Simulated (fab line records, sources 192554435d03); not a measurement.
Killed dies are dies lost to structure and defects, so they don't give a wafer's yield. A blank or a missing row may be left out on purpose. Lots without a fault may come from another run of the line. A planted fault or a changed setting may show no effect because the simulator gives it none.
Split-lot experiment | flow n5_finfet | 7 lots, 21 wafers read, on a route of 1938 steps

THE SPLIT
At N5_HKMG_FIN_COAT_85 (time 60 s, resist thk 300 nm), the setting spin_rpm was moved away from the recipe's 1500 rpm on 8 of the 21 wafers read, by -10.7% to +3.7%. The other wafers ran this setting at the recipe's value.

The reading is taken at the split's own step.

THE READING
SOC_of_HKMG_FIN_COAT_85.thk_nm (the simulator's own value, which no gauge read), in nm, at N5_HKMG_FIN_COAT_85 (time 60 s, resist thk 300 nm). The file gives no usual value for it. The 13 wafers here that ran the recipe average 300.4 nm, standard deviation 1 nm.

wafer  | tool, chamber at the split | spin_rpm as run, rpm | against the recipe | SOC_of_HKMG_FIN_COAT_85.thk_nm, nm | against lot-mates on the recipe
L074.4 | litho_track-05, 0          | 1556                 | +3.7%              | 293                                | no lot-mate on the recipe
L074.5 | litho_track-05, 0          | 1556                 | +3.7%              | 293.4                              | no lot-mate on the recipe
L074.6 | litho_track-05, 0          | 1556                 | +3.7%              | 292.6                              | no lot-mate on the recipe
L075.2 | litho_track-02, 0          | 1373                 | -8.5%              | 315.8                              | +14.1
L075.3 | litho_track-02, 0          | 1500                 | recipe             | 301.8                              | -
L075.6 | litho_track-02, 0          | 1500                 | recipe             | 301.6                              | -
L078.2 | litho_track-04, 0          | 1500                 | recipe             | 300.4                              | -
L078.4 | litho_track-04, 0          | 1500                 | recipe             | 299.6                              | -
L078.6 | litho_track-04, 0          | 1500                 | recipe             | 299.8                              | -
L080.1 | litho_track-05, 0          | 1500                 | recipe             | 301.2                              | -
L080.4 | litho_track-05, 0          | 1500                 | recipe             | 300                                | -
L080.5 | litho_track-05, 0          | 1443                 | -3.8%              | 306.4                              | +5.8
L084.3 | litho_track-02, 0          | 1500                 | recipe             | 300.8                              | -
L084.4 | litho_track-02, 0          | 1500                 | recipe             | 301.2                              | -
L084.5 | litho_track-02, 0          | 1500                 | recipe             | 301.6                              | -
L088.1 | litho_track-02, 0          | 1355                 | -9.7%              | 314.6                              | +14.8
L088.3 | litho_track-02, 0          | 1500                 | recipe             | 299.8                              | -
L088.4 | litho_track-02, 0          | 1355                 | -9.7%              | 315.4                              | +15.6
L096.1 | litho_track-05, 0          | 1339                 | -10.7%             | 316.8                              | +18.1
L096.2 | litho_track-05, 0          | 1500                 | recipe             | 298.4                              | -
L096.6 | litho_track-05, 0          | 1500                 | recipe             | 299                                | -

THE FIT
A straight line over all 21 wafers: SOC_of_HKMG_FIN_COAT_85.thk_nm changes by -1.64 nm for each +1% of spin_rpm; r = -0.99; the points scatter about the line by 1.1 nm.
The same after taking each lot's own level away (the mean of its wafers on the recipe; 18 wafers): -1.62 nm for each +1%; r = -1.00; scatter 0.44 nm.
On that fit, the largest move of spin_rpm shifts the reading by 17 nm.
The lots' own levels span 298.70 to 301.70 nm, that is 2.9 times the standard deviation above.
So the lot-to-lot level changes the slope little: the two slopes agree.
Check: with one of the wafers moved furthest among these (-10.7%) left out of the fit, the line predicts +17.1 nm for it against its lot-mates. It came out at +18.1 nm against them.

OTHER SPLITS ON THESE WAFERS
These wafers also went through other splits before the reading. Each is held against what the fit with the lots' levels taken away leaves over:
other split on the same wafers | wafers away from the commonest value | r with SOC_of_HKMG_FIN_COAT_85.thk_nm (lot level and that fit taken away)
N5_SDB_COAT_04 time_s          | 10                                   | +0.25
N5_HKMG_FIN_ETCH_31 bias_w     | 7                                    | -0.12

THE FILE'S OWN FIT
SOC_of_HKMG_FIN_COAT_85.thk_nm changes by -1.64 nm for each +1% of spin_rpm, r = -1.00.
